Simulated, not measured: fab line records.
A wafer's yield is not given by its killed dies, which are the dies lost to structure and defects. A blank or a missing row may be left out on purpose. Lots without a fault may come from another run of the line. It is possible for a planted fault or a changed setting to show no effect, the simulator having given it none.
Lot-split experiment	flow n5-finfet	on a route of 1938 steps: 7 lots, 21 wafers read

== ABOUT THE SPLIT ==
At N5_BEOL_M12_TRENCH_ETCH_34 (etches SiOC in C4F8/O2/Ar, target depth 318.95 nm, time 125.5 s), the setting time-s was moved away from the recipe's 125.5 s on 7 of the 21 wafers read, by -17.1% to +17.5%. For the rest of the wafers, this setting stayed at what the recipe calls for.

== FROM THE SPLIT TO THE READING: what the file shows between them, 1 step ==
- N5_BEOL_M12_STRIP_70: strips in C4F8/O2/Ar

== THE READING ==
trench-depth-nm, in nm, at N5_BEOL_M12_OCD_MEAS_35. Fault-free wafers of this fab line usually give 319 nm, standard deviation 4.1 nm.

wafer	tool, chamber at the split	time-s as run, s	against the recipe	trench-depth-nm, nm	against lot-mates on the recipe
L076.3	rie-diel-03, 3	125.5	recipe	316	-
L076.5	rie-diel-03, 3	147.4	+17.5%	375	+58
L076.6	rie-diel-03, 1	125.5	recipe	317	-
L080.2	rie-diel-02, 0	125.5	recipe	321	-
L080.5	rie-diel-02, 3	125.5	recipe	319	-
L080.6	rie-diel-02, 0	125.5	recipe	321	-
L082.3	rie-diel-04, 2	104.1	-17.1%	265	-58
L082.5	rie-diel-04, 0	104.1	-17.1%	268	-55
L082.6	rie-diel-04, 1	125.5	recipe	323	-
L084.1	rie-diel-03, 2	125.5	recipe	310	-
L084.2	rie-diel-03, 3	125.5	recipe	318	-
L084.6	rie-diel-03, 1	125.5	recipe	318	-
L094.1	rie-diel-03, 1	125.5	recipe	313	-
L094.4	rie-diel-03, 3	125.5	recipe	316	-
L094.5	rie-diel-03, 1	125.5	recipe	314	-
L089.1	rie-diel-04, 0	125.5	recipe	321	-
L089.4	rie-diel-04, 2	115.6	-7.9%	294	-27
L089.6	rie-diel-04, 1	115.6	-7.9%	297	-24
L091.3	rie-diel-04, 2	133	+6.0%	334	+16
L091.4	rie-diel-04, 3	125.5	recipe	318	-
L091.5	rie-diel-04, 0	133	+6.0%	343	+25

THE FIT
A straight line over all 21 wafers: trench-depth-nm changes by +3.1 nm for each +1% of time-s; r = +0.99; the points scatter about the line by 3.6 nm.
The same after taking each lot's own level away (the mean of its wafers on the recipe; 21 wafers): +3.33 nm for each +1%; r = +1.00; scatter 2.3 nm.
That fit puts the effect of the largest move of time-s on the reading at 58 nm.
From 314.3 to 323.0 nm: that is the span of the lots' own levels, equal to 2.1 times the standard deviation above.
So the lot-to-lot level changes the slope little: the two slopes agree.
Check: with one of the wafers moved furthest among these (+17.5%) left out of the fit, the line predicts +58 nm for it against its lot-mates. It came out at +58.5 nm against them.

== FURTHER SPLITS ON THESE WAFERS ==
Before the reading, these wafers also passed through other splits. Each is held against what the fit with the lots' levels taken away leaves over:
other split on the same wafers	wafers away from the commonest value	r with trench-depth-nm (lot level and that fit taken away)
N5_BEOL_M10_COAT_22 spin-rpm	7	-0.04
N5_BEOL_M11_COAT_59 spin-rpm	8	+0.15
N5_BEOL_M11_EXPOSE_08 dose-mj	7	-0.11

== THE WHOLE CHAIN: every reading that the file lists as answering this split, in the file's order ==
step	what it does	reading	change (the file's fit)	r (the file's)
N5_BEOL_M12_TRENCH_ETCH_34	etches SiOC in C4F8/O2/Ar, target depth 318.95 nm, time 125.5 s	etch.depth-nm (the simulator's own value, which no gauge read)	+3.33 nm for each +1% of the setting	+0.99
N5_BEOL_M12_OCD_MEAS_35		trench-depth-nm	+3.34 nm for each +1% of the setting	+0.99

== THE FILE'S OWN FIT ==
trench-depth-nm changes by +3.34 nm for each +1% of time-s, r = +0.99.
